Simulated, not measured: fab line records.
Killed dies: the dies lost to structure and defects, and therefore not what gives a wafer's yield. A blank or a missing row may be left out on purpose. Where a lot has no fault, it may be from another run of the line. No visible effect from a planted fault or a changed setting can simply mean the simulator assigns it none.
Comparing a struck lot with a sound one | flow n5Finfet | 20 out of 1938 route steps
Sound: these wafers, L392.1, L392.3, L392.6. The struck wafers were L388.1, L388.3, L388.5. The cause is given at the end.
Each step with rows lists, per side, the tool, then ch with its chambers, then its first start. Under that, the readings that differ: sound wafers | struck wafers | difference of the means | sigmas: that difference in standard deviations of wafers without a fault.
alike: readings whose means differ by less than 2 such deviations, and words and numbers that are the same on both sides. not compared: withheld readings, readings that some wafer has no value for, bounds like >300 that may hide the same value, and numbers for which the record gives no deviation and whose values overlap.
A row with sigmas, a row that says differs or no value, or rows on one side alone: a step with any of these is where the two part. Numbers that have no deviation but don't overlap get no sigmas and don't part them. A reading missing from all wafers of one side parts the sides only when that side holds two or more wafers.

first, 1 step without rows for these wafers: N5_SD_EPI_P_STRIP_50 (strips in CHF3/O2).
N5_SD_EPI_P_SD_RECESS_17: chemistry HBr/Cl2/O2, target depth 39.1 nm, bt time 3 s.
  sound on rieSi-01 ch 2,3, day 6 20:25; struck on rieSi-03 ch 1,2,3, day 5 18:15
  alike: chamberPressureMTorr, drypumpMotorCurrentA, oesProductAu, throttleValvePct
  not compared: rfHoursCounterH
then, 1 step without rows for these wafers: N5_SD_EPI_P_WET_ETCH_45 (etches SiO2 in dHF, time 10.7 s, target depth 2 nm, rinse time 30 s).
N5_SD_EPI_P_STRIP_40: strips in N2/H2.
  sound on plasmaAsher-02 ch 0,1, day 6 20:33; struck on plasmaAsher-01 ch 0, day 5 18:24
  alike: drypumpMotorCurrentA, heaterPowerW, oesProductAu
  not compared: rfHoursCounterH
then, 5 steps without rows for these wafers: N5_SD_EPI_P_PRECLEAN_52 (cleans in O3/DIW, time 60 s); N5_SD_EPI_P_SRD_20 (time 30 s); N5_SD_EPI_P_PRECLEAN_51 (cleans in NF3:NH3, afs cycles 1, time 20 s, sublimation time 60 s); N5_SD_EPI_P_VAPOR_ETCH_44 (etches SiGe30 in NF3/Ar, time 3.3 s); N5_SD_EPI_P_EPI_21 (deposits SiGe:B, time 355 s).
N5_SD_EPI_P_EPI_MEAS_23:
  sound: filmMetro-01 at day 7 01:13; struck: filmMetro-02 at day 5 21:58
  alike: thkNm
then, 2 steps without rows for these wafers: N5_SD_EPI_P_HM_STRIP_48 (strips SiNx in H3PO4, material SiNx, target depth 3 nm); N5_SD_EPI_P_SRD_49 (time 30 s).
N5_SD_EPI_P_PRECLEAN_24: cleans in O3/DIW, time 45 s.
  sound on wetBench-06 ch 1,5,7, day 7 01:20; struck on wetBench-01 ch 2,3,5, day 5 22:05
then, 3 steps without rows for these wafers: N5_SD_EPI_P_PRECLEAN_32 (cleans in dHF, time 10 s); N5_SD_EPI_P_PRECLEAN_33 (cleans in SC2, time 45 s); N5_SD_EPI_P_SRD_25 (time 30 s).
N5_SD_EPI_P_INSPECT_26: inspects for defects (darkfield).
  sound: defectInspect-02 at day 7 01:25; struck: defectInspect-02 at day 5 22:09
reading        | sound       | struck        | difference | sigmas
rawDefectCount | 178 157 131 | 985 1063 1056 | +879       | +27
N5_SD_ACTIVATION_RTA_00: time 0 s.
  sound on rtpAnneal-02 ch 0, day 7 01:26; struck on rtpAnneal-01 ch 0, day 5 22:25
  alike: lampPowerPct, lamp_zone_5_pct, wafer_temp_C_max
-- the record jumps here: 5 days lie between the struck wafers' starts before and after (it left off in module SD_ACTIVATION and takes up again in module BEOL_M4, whose first step shown is number 1111 of the route) --
N5_BEOL_M4_RC_MEAS_101:
  sound on prober-01 ch 0, day 11 16:34; struck on prober-02 ch 0, day 11 04:40
  alike: DIBL_N, DIBL_P, IOFF_N, IOFF_P, ION_N, ION_P, SS_N, SS_P, VT_N, VT_P
-- a jump in the record: the struck wafers' starts before and after are 5 days apart (it breaks off in module BEOL_M4 and resumes in module PASSIVATION, where the first step shown is number 1936 of the route) --
N5_PASSIVATION_PROBE_49:
  sound: prober-02 at day 16 00:44; struck: prober-02 at day 15 20:33
reading                 | sound          | struck         | difference | sigmas
defectLimitedYield (%)  | 89.9 90.8 90.2 | 87.0 82.5 80.7 | -6.9       | -5
killedAtFrontEnd        | 37 38 57       | 104 147 171    | +97        | +7
killedDies              | 119 108 116    | 153 207 228    | +82        | +5
sort_bin_5_function (%) | 6.5 5.1 5.9    | 7.7 10.7 12.5  | +4.5       | +4
sortNPass               | 1061 1072 1064 | 1027 973 952   | -82        | -5
sortYieldPct (%)        | 89.9 90.8 90.2 | 87.0 82.5 80.7 | -6.9       | -5
  alike: killed_at_M0_to_M3, killed_at_M4_up, killedAtContacts, killedAtOther, killedOnRim, killedOpen, killedShort, sort_bin_6_memory, sort_bin_8_speed

WHERE THEY PART
At N5_SD_EPI_P_INSPECT_26 first; at N5_PASSIVATION_PROBE_49 last (within this record only).

WHY: the cause the simulator had injected
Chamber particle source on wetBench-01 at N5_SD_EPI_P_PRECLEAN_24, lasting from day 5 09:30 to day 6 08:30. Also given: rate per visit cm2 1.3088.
